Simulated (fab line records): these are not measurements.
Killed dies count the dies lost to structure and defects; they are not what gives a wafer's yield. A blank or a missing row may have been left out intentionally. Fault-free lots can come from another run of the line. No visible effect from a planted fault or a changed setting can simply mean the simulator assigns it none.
Lot-split experiment    flow n5_finfet    21 wafers read from 7 lots, route of 1938 steps

## ON THE SPLIT
At N5_SDB_COAT_03 (time 60 s, resist thk 100 nm), the setting spin_rpm was moved away from the recipe's 1500 rpm on 9 of the 21 wafers read, by -7.9% to +10.7%. For the rest of the wafers, this setting stayed at what the recipe calls for.

## FROM THE SPLIT TO THE READING: what the file shows between them, 7 steps
- N5_SDB_COAT_04: time 60 s, resist thk 18 nm
- N5_SDB_COAT_05: resist thk 90 nm
- N5_SDB_DESCUM_16: chemistry O2, time 7.9 s
- N5_SDB_ETCH_17: etches SiARC in CF4, target depth 23.4 nm, time 39 s
- N5_SDB_ETCH_18: etches SOC in N2/H2, target depth 100 nm, overetch 20 nm, time 150 s
- N5_SDB_STRIP_19: strips in N2/H2
- N5_SDB_STRIP_21: strips in CF4

## THE READING
SOC_of_SDB_COAT_03.thk_nm (the simulator's own value, which no gauge read), in nm, at N5_SDB_HM_OPEN_20 (chemistry CH3F/O2, target SiNx, stops on poly-Si, target depth 24 nm). The file gives no usual value for it. The 12 wafers here that ran the recipe average 84.0 nm, standard deviation 0.53 nm.

wafer   tool, chamber at the split  spin_rpm as run, rpm  against the recipe  SOC_of_SDB_COAT_03.thk_nm, nm  against lot-mates on the recipe
L077.1  litho_track-01, 0           1500                  recipe              84.8                           -
L077.2  litho_track-01, 0           1500                  recipe              84.4                           -
L077.5  litho_track-01, 0           1410                  -6.0%               88.2                           +3.6
L078.1  litho_track-02, 0           1500                  recipe              84.8                           -
L078.4  litho_track-02, 0           1500                  recipe              83.6                           -
L078.6  litho_track-02, 0           1428                  -4.8%               86.6                           +2.4
L086.2  litho_track-01, 0           1500                  recipe              83.8                           -
L086.4  litho_track-01, 0           1500                  recipe              84.6                           -
L086.5  litho_track-01, 0           1500                  recipe              84.4                           -
L087.2  litho_track-01, 0           1382                  -7.9%               88.2                           +5.0
L087.3  litho_track-01, 0           1500                  recipe              83.2                           -
L087.5  litho_track-01, 0           1382                  -7.9%               88                             +4.8
L093.1  litho_track-01, 0           1446                  -3.6%               85.6                           +1.9
L093.2  litho_track-01, 0           1500                  recipe              83.8                           -
L093.6  litho_track-01, 0           1500                  recipe              83.6                           -
L094.3  litho_track-05, 0           1500                  recipe              83.8                           -
L094.4  litho_track-05, 0           1627                  +8.5%               80                             -3.8
L094.5  litho_track-05, 0           1627                  +8.5%               80.2                           -3.6
L097.3  litho_track-05, 0           1660                  +10.7%              79.6                           -3.8
L097.4  litho_track-05, 0           1660                  +10.7%              78.8                           -4.6
L097.6  litho_track-05, 0           1500                  recipe              83.4                           -

THE FIT
A straight line over all 21 wafers: SOC_of_SDB_COAT_03.thk_nm changes by -0.49 nm for each +1% of spin_rpm; r = -0.98; the points scatter about the line by 0.54 nm.
The same after taking each lot's own level away (the mean of its wafers on the recipe; 21 wafers): -0.479 nm for each +1%; r = -0.98; scatter 0.51 nm.
The reading moves by 5.1 nm for the largest change in spin_rpm, on that fit.
Measured against the standard deviation above, the lots' own levels, which go from 83.20 to 84.60 nm, span 2.6 times it.
The two slopes agree, so the slope changes little with the lot-to-lot level.
Check: for one of the wafers moved furthest among these (+10.7%), held out of the fit, the line's prediction against its lot-mates is -5.15 nm. It came out at -3.8 nm against them.

## ADDITIONAL SPLITS CARRIED BY THESE WAFERS
Note: prior to the reading, these wafers also went through further splits. Each is held against what the fit with the lots' levels taken away leaves over:
other split on the same wafers        wafers away from the commonest value  r with SOC_of_SDB_COAT_03.thk_nm (lot level and that fit taken away)
N5_FIN_CUT_ETCH_21 time_s             4                                     -0.11
N5_DUMMY_GATE_HM_DEP_06 time_s        12                                    +0.32
N5_SD_EPI_N_ETCH_45 target_depth_a    5                                     -0.36
N5_SD_EPI_N_EPI_21 epi_growth_time_s  7                                     -0.21

## THE WHOLE CHAIN: every reading that the file lists as answering this split, in the file's order
step               what it does                                                          reading                                                                     change (the file's fit)                r (the file's)
N5_SDB_COAT_03     time 60 s, resist thk 100 nm                                          SOC_of_SDB_COAT_03.thk_nm (the simulator's own value, which no gauge read)  -0.5 nm for each +1% of the setting    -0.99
N5_SDB_ETCH_18     etches SOC in N2/H2, target depth 100 nm, overetch 20 nm, time 150 s  etch.depth_nm (the simulator's own value, which no gauge read)              -0.496 nm for each +1% of the setting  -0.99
N5_SDB_HM_OPEN_20  chemistry CH3F/O2, target SiNx, stops on poly-Si, target depth 24 nm  SOC_of_SDB_COAT_03.thk_nm (the simulator's own value, which no gauge read)  -0.484 nm for each +1% of the setting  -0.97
N5_SDB_STRIP_22    strips in N2/H2                                                       strip_time_to_endpoint_s                                                    withheld for each +1% of the setting   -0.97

## FILE'S OWN FIT
SOC_of_SDB_COAT_03.thk_nm changes by -0.484 nm for each +1% of spin_rpm, r = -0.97.
